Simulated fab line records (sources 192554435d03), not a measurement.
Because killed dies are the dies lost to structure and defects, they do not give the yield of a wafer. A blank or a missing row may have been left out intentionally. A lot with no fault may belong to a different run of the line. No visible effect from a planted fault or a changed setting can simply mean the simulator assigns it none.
Split-lot study :: flow n5-finfet :: 21 wafers read from 7 lots, route of 1938 steps

## ON THE SPLIT
At N5_BEOL_M5_COAT_66 (time 60 s, resist thk 12 nm), the setting spin-rpm was moved away from the recipe's 1500 rpm on 9 of the 21 wafers read, by -8.9% to +10.9%. For the rest of the wafers, this setting stayed at what the recipe calls for.

## FROM THE SPLIT TO THE READING: what the file shows between them, 4 steps
- N5_BEOL_M5_COAT_74: time 60 s, resist thk 5 nm
- N5_BEOL_M5_COAT_22: resist thk 30 nm
- N5_BEOL_M5_DESCUM_33: chemistry O2, time 7 s
- N5_BEOL_M5_ETCH_75: etches underlayer in N2/H2, target depth 6.5 nm, time 5.2 s

## THE READING
CAR-EUV_of_BEOL_M5_COAT_22.thk-nm (the simulator's own value, which no gauge read), in nm, at N5_BEOL_M5_ETCH_67 (etches SiARC in CF4, target depth 15.6 nm, time 26 s). The file gives no usual value for it. The 12 wafers here that ran the recipe average 11.1 nm, standard deviation 0.13 nm.

wafer: L078.1
tool, chamber at the split: litho-track-04, 0
spin-rpm as run, rpm: 1500
against the recipe: recipe
CAR-EUV_of_BEOL_M5_COAT_22.thk-nm, nm: 11.2
against lot-mates on the recipe: -

wafer: L078.4
tool, chamber at the split: litho-track-04, 0
spin-rpm as run, rpm: 1500
against the recipe: recipe
CAR-EUV_of_BEOL_M5_COAT_22.thk-nm, nm: 11
against lot-mates on the recipe: -

wafer: L078.6
tool, chamber at the split: litho-track-04, 0
spin-rpm as run, rpm: 1500
against the recipe: recipe
CAR-EUV_of_BEOL_M5_COAT_22.thk-nm, nm: 11
against lot-mates on the recipe: -

wafer: L083.1
tool, chamber at the split: litho-track-04, 0
spin-rpm as run, rpm: 1500
against the recipe: recipe
CAR-EUV_of_BEOL_M5_COAT_22.thk-nm, nm: 11
against lot-mates on the recipe: -

wafer: L083.2
tool, chamber at the split: litho-track-04, 0
spin-rpm as run, rpm: 1500
against the recipe: recipe
CAR-EUV_of_BEOL_M5_COAT_22.thk-nm, nm: 11
against lot-mates on the recipe: -

wafer: L083.4
tool, chamber at the split: litho-track-04, 0
spin-rpm as run, rpm: 1500
against the recipe: recipe
CAR-EUV_of_BEOL_M5_COAT_22.thk-nm, nm: 11
against lot-mates on the recipe: -

wafer: L090.1
tool, chamber at the split: litho-track-03, 0
spin-rpm as run, rpm: 1500
against the recipe: recipe
CAR-EUV_of_BEOL_M5_COAT_22.thk-nm, nm: 11.2
against lot-mates on the recipe: -

wafer: L090.2
tool, chamber at the split: litho-track-03, 0
spin-rpm as run, rpm: 1500
against the recipe: recipe
CAR-EUV_of_BEOL_M5_COAT_22.thk-nm, nm: 11.2
against lot-mates on the recipe: -

wafer: L090.5
tool, chamber at the split: litho-track-03, 0
spin-rpm as run, rpm: 1366
against the recipe: -8.9%
CAR-EUV_of_BEOL_M5_COAT_22.thk-nm, nm: 10.8
against lot-mates on the recipe: -0.4

wafer: L089.3
tool, chamber at the split: litho-track-04, 0
spin-rpm as run, rpm: 1587
against the recipe: +5.8%
CAR-EUV_of_BEOL_M5_COAT_22.thk-nm, nm: 11.2
against lot-mates on the recipe: +0.0

wafer: L089.4
tool, chamber at the split: litho-track-04, 0
spin-rpm as run, rpm: 1587
against the recipe: +5.8%
CAR-EUV_of_BEOL_M5_COAT_22.thk-nm, nm: 11.4
against lot-mates on the recipe: +0.2

wafer: L089.6
tool, chamber at the split: litho-track-04, 0
spin-rpm as run, rpm: 1500
against the recipe: recipe
CAR-EUV_of_BEOL_M5_COAT_22.thk-nm, nm: 11.2
against lot-mates on the recipe: -

wafer: L092.2
tool, chamber at the split: litho-track-04, 0
spin-rpm as run, rpm: 1605
against the recipe: +7.0%
CAR-EUV_of_BEOL_M5_COAT_22.thk-nm, nm: 11.6
against lot-mates on the recipe: +0.2

wafer: L092.5
tool, chamber at the split: litho-track-04, 0
spin-rpm as run, rpm: 1500
against the recipe: recipe
CAR-EUV_of_BEOL_M5_COAT_22.thk-nm, nm: 11.4
against lot-mates on the recipe: -

wafer: L092.6
tool, chamber at the split: litho-track-04, 0
spin-rpm as run, rpm: 1605
against the recipe: +7.0%
CAR-EUV_of_BEOL_M5_COAT_22.thk-nm, nm: 11.6
against lot-mates on the recipe: +0.2

wafer: L096.3
tool, chamber at the split: litho-track-01, 0
spin-rpm as run, rpm: 1500
against the recipe: recipe
CAR-EUV_of_BEOL_M5_COAT_22.thk-nm, nm: 11
against lot-mates on the recipe: -

wafer: L096.4
tool, chamber at the split: litho-track-01, 0
spin-rpm as run, rpm: 1664
against the recipe: +10.9%
CAR-EUV_of_BEOL_M5_COAT_22.thk-nm, nm: 11.6
against lot-mates on the recipe: +0.6

wafer: L096.6
tool, chamber at the split: litho-track-01, 0
spin-rpm as run, rpm: 1664
against the recipe: +10.9%
CAR-EUV_of_BEOL_M5_COAT_22.thk-nm, nm: 11.6
against lot-mates on the recipe: +0.6

wafer: L097.2
tool, chamber at the split: litho-track-01, 0
spin-rpm as run, rpm: 1500
against the recipe: recipe
CAR-EUV_of_BEOL_M5_COAT_22.thk-nm, nm: 11
against lot-mates on the recipe: -

wafer: L097.3
tool, chamber at the split: litho-track-01, 0
spin-rpm as run, rpm: 1432
against the recipe: -4.5%
CAR-EUV_of_BEOL_M5_COAT_22.thk-nm, nm: 11
against lot-mates on the recipe: +0.0

wafer: L097.4
tool, chamber at the split: litho-track-01, 0
spin-rpm as run, rpm: 1432
against the recipe: -4.5%
CAR-EUV_of_BEOL_M5_COAT_22.thk-nm, nm: 10.8
against lot-mates on the recipe: -0.2

FIT RESULTS
A straight line over all 21 wafers: CAR-EUV_of_BEOL_M5_COAT_22.thk-nm changes by +0.0462 nm for each +1% of spin-rpm; r = +0.87; the points scatter about the line by 0.13 nm.
The same after taking each lot's own level away (the mean of its wafers on the recipe; 21 wafers): +0.0411 nm for each +1%; r = +0.90; scatter 0.098 nm.
That fit puts the effect of the largest move of spin-rpm on the reading at 0.45 nm.
The span of the lots' own levels, 11.00 to 11.40 nm, comes to 3.1 times the standard deviation stated above.
In other words, the slope is changed by the lot-to-lot level; the two fits disagree.
Check: with one of the wafers moved furthest among these (+10.9%) left out of the fit, the line predicts +0.402 nm for it against its lot-mates. It came out at +0.6 nm against them.

## ADDITIONAL SPLITS CARRIED BY THESE WAFERS
Note: prior to the reading, these wafers also went through further splits. Each is held against what the fit with the lots' levels taken away leaves over:
other split on the same wafers: N5_BEOL_M1_EXPOSE_25 dose-mj
wafers away from the commonest value: 6
r with CAR-EUV_of_BEOL_M5_COAT_22.thk-nm (lot level and that fit taken away): -0.07

other split on the same wafers: N5_BEOL_M1_ALD_98 ald-cycles
wafers away from the commonest value: 5
r with CAR-EUV_of_BEOL_M5_COAT_22.thk-nm (lot level and that fit taken away): -0.28

other split on the same wafers: N5_BEOL_M2_COAT_73 spin-rpm
wafers away from the commonest value: 6
r with CAR-EUV_of_BEOL_M5_COAT_22.thk-nm (lot level and that fit taken away): -0.05

other split on the same wafers: N5_BEOL_M2_DESCUM_16 time-s
wafers away from the commonest value: 10
r with CAR-EUV_of_BEOL_M5_COAT_22.thk-nm (lot level and that fit taken away): -0.04

other split on the same wafers: N5_BEOL_M3_TRENCH_ETCH_37 time-s
wafers away from the commonest value: 9
r with CAR-EUV_of_BEOL_M5_COAT_22.thk-nm (lot level and that fit taken away): -0.45

other split on the same wafers: N5_BEOL_M3_ETCH_41 target-depth-a
wafers away from the commonest value: 5
r with CAR-EUV_of_BEOL_M5_COAT_22.thk-nm (lot level and that fit taken away): +0.10

other split on the same wafers: N5_BEOL_M5_ETCH_72 source-w
wafers away from the commonest value: 10
r with CAR-EUV_of_BEOL_M5_COAT_22.thk-nm (lot level and that fit taken away): -0.07

## THE WHOLE CHAIN: every reading that the file lists as answering this split, in the file's order
step: N5_BEOL_M5_COAT_66
what it does: time 60 s, resist thk 12 nm
reading: SiARC_of_BEOL_M5_COAT_66.thk-nm (the simulator's own value, which no gauge read)
change (the file's fit): -0.0682 nm for each +1% of the setting
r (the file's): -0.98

step: N5_BEOL_M5_ETCH_67
what it does: etches SiARC in CF4, target depth 15.6 nm, time 26 s
reading: etch.depth-nm (the simulator's own value, which no gauge read)
change (the file's fit): -0.0596 nm for each +1% of the setting
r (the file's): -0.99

step: N5_BEOL_M5_ETCH_67
what it does: etches SiARC in CF4, target depth 15.6 nm, time 26 s
reading: CAR-EUV_of_BEOL_M5_COAT_22.thk-nm (the simulator's own value, which no gauge read)
change (the file's fit): +0.0415 nm for each +1% of the setting
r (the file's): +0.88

## FILE'S OWN FIT
CAR-EUV_of_BEOL_M5_COAT_22.thk-nm changes by +0.0415 nm for each +1% of spin-rpm, r = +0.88.
